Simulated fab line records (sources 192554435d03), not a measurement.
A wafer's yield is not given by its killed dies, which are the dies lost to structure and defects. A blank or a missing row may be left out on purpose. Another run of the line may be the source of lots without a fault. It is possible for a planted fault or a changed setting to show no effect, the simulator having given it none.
Matching of chambers | flow n5Finfet | N5_GATE_CUT_PECVD_57 on pecvd-01 has 3 sister chambers
The step deposits SiNx from SiH4/NH3/N2, target thk 21 nm. 14 wafers are shown with their chamber, then 7 later ones without.

== WAFERS WITH THEIR CHAMBER ==
wafer  | chamber | showerheadPlenumPTorr (Torr) | throttleValvePct (%) | heaterPowerW (W)
L075.1 | 1       | 5.28                         | 40.4                 | 618
L075.2 | 0       | 5.10                         | 39.8                 | 765
L075.5 | 1       | 5.28                         | 40.6                 | 604
L078.1 | 1       | 5.27                         | 40.4                 | 724
L078.4 | 0       | 5.11                         | 39.9                 | 763
L078.5 | 2       | 5.04                         | 37.4                 | 703
L081.1 | 0       | 5.10                         | 40.1                 | 765
L081.2 | 2       | 5.03                         | 37.6                 | 715
L081.3 | 1       | 5.27                         | 40.1                 | 630
L082.1 | 1       | 5.27                         | 40.4                 | 671
L082.3 | 0       | 5.09                         | 39.7                 | 837
L082.5 | 2       | 5.05                         | 37.3                 | 649
L083.2 | 2       | 5.04                         | 37.9                 | 664
L083.5 | 1       | 5.28                         | 40.6                 | 633

SIGNATURES, as means of the wafers listed above
reading               | chamber 0 | chamber 1 | chamber 2 | scatter within a chamber
showerheadPlenumPTorr | 5.1000    | 5.2750    | 5.0400    | 0.00707
throttleValvePct      | 39.875    | 40.417    | 37.550    | 0.206
heaterPowerW          | 782.50    | 646.67    | 682.75    | 38.8
Rule: a wafer's distance from a chamber is the root of the sum, over the readings, of the square of ((its reading less the chamber's mean) divided by the reading's scatter). If the next closest chamber is less than 2 further off than the closest, the wafer can't be placed; otherwise it belongs to the closest. The scatter: the root of (the sum of the squares of (reading less its chamber's mean) over the shown wafers, divided by (wafers less chambers)).

== WAFERS MISSING THEIR CHAMBER ==
wafer  | showerheadPlenumPTorr (Torr) | throttleValvePct (%) | heaterPowerW (W)
L083.6 | 5.10                         | 40.0                 | 798
L095.1 | 5.28                         | 40.6                 | 710
L095.2 | 5.11                         | 39.8                 | 809
L095.3 | 5.04                         | 37.6                 | 674
L096.1 | 5.27                         | 40.7                 | 735
L096.3 | 5.11                         | 40.0                 | 787
L096.4 | 5.04                         | 37.5                 | 719

== CHAMBER TAKEN BY EACH ==
wafer  | from the rows above | in truth
L083.6 | 0                   | 0
L095.1 | 1                   | 1
L095.2 | 0                   | 0
L095.3 | 2                   | 2
L096.1 | 1                   | 1
L096.3 | 0                   | 0
L096.4 | 2                   | 2
Placed correctly: 7 of 7. Not placeable from these rows: 0. 0 placed wrongly.
